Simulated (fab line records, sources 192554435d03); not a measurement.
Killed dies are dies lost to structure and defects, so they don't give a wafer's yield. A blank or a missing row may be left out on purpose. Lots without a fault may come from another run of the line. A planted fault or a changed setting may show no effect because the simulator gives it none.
Problem report in the 8D (eight disciplines) form, filled by code | flow n5_finfet | the parts of the form that need people (team, actions taken, sign-off) are left out

1. THE PROBLEM
oes_product_au at N5_BEOL_M0_SAQP_ETCH_102 reads a mean of 1.348 a.u. on 4 wafers of 2 lots; wafers without a fault read 1.008 a.u. with a standard deviation of 0.02. That is +17 standard deviations from the usual mean.
The step: etches SiO2 in CF4, target depth 4 nm, time 4.4 s.
First seen on wafer L306.1, day 7 13:29, on rie_si-06. The record holds 17 wafers of 6 lots with a number at this step. Rule for "out", or "out of limits": more than 4 standard deviations from the usual mean. The other wafers with a number count as sound.

2. WHAT IT IS AND WHAT IT IS NOT
question                    | is                             | is not
which readings at this step | oes_product_au                 | drypump_motor_current_A, throttle_valve_pct
which lots                  | L306, L309                     | L298, L301, L317, L319
which wafers of those lots  | L306.1, L306.4, L309.1, L309.4 | L306.6
read on which tools         | rie_si-06                      | rie_si-02
when                        | from day 7 13:29               | up to then (7 sound wafers); but 6 sound wafers of L317, L319 came after

3. SUSPECTS, AND WHAT RULES EACH OUT
Counting: a tool at a process step up to the reading stays a suspect if it ran every lot that is out. Sound lots after the first of them don't rule it out here, since some wafers of a struck lot are sound.
- rie_diel-06 at N5_BEOL_M0_SAQP_STRIP_86 (strips in N2/H2): kept. It ran every lot that is out, first L306 (day 7 11:31); its last sound lot up to then is L298 (day 5 14:56).
- vapor_etch-01 at N5_BEOL_M0_SAQP_RECESS_114 (chemistry HF/NH3, target SiO2, target depth 14.4 nm, afs cycles 3, sublimation time 60 s): kept. It ran every lot that is out, first L306 (day 7 11:38); its last sound lot up to then is L301 (day 6 02:52).
- rie_diel-04 at N5_BEOL_M0_SAQP_SPACER1_ETCHBACK_99 (etches SiO2 in CHF3/O2, target depth 15.4 nm, time 7.7 s): kept. It ran every lot that is out, first L306 (day 7 12:59); its last sound lot up to then is L301 (day 6 03:44).
- rie_si-02 at N5_BEOL_M0_SAQP_MANDREL1_REMOVE_100 (chemistry HBr/Cl2/O2, target a-Si, stops on SiNx, bt time 10 s): kept. It ran every lot that is out, first L306 (day 7 13:04).
- rie_si-06 at N5_BEOL_M0_SAQP_ETCH_102 (etches SiO2 in CF4, target depth 4 nm, time 4.4 s): kept. It ran every lot that is out, first L306 (day 7 13:29); its last sound lot up to then is L298 (day 5 16:16). Its own readings are out on those wafers: oes_product_au.
Left after counting: rie_diel-06 at N5_BEOL_M0_SAQP_STRIP_86, vapor_etch-01 at N5_BEOL_M0_SAQP_RECESS_114, rie_diel-04 at N5_BEOL_M0_SAQP_SPACER1_ETCHBACK_99, rie_si-02 at N5_BEOL_M0_SAQP_MANDREL1_REMOVE_100, rie_si-06 at N5_BEOL_M0_SAQP_ETCH_102.

4. THE CAUSE (what the simulator had put in)
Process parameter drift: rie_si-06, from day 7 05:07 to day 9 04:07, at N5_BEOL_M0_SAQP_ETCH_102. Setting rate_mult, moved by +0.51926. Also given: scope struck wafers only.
Counting left 5 suspects, and this tool is among them.

5. THE CHAIN OF EFFECTS, in route order
Each row: a reading whose mean over the struck wafers that have a number lies more than 3 standard deviations from the usual. Only readings for which the record gives a usual standard deviation are gone through. hours: the time from each lot's start at the first step in this table that gives one to its start at this step, as a median over the lots. sigmas: the change in usual standard deviations.
hours | step                     | reading        | usual      | on struck wafers | change | sigmas
0     | N5_BEOL_M0_SAQP_ETCH_102 | oes_product_au | 1.008 a.u. | 1.348            | +0.340 | +17
The process steps in it:
- N5_BEOL_M0_SAQP_ETCH_102: etches SiO2 in CF4, target depth 4 nm, time 4.4 s.
Later measuring or inspecting steps at which every struck wafer that the step has a row for has a number for every such reading, and none has moved that far: N5_BEOL_M4_RC_MEAS_101.

6. WHAT WOULD HAVE CAUGHT IT SOONER
In this record the first reading out of limits was taken at day 7 13:29, 8 hours after the fault began at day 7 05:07.
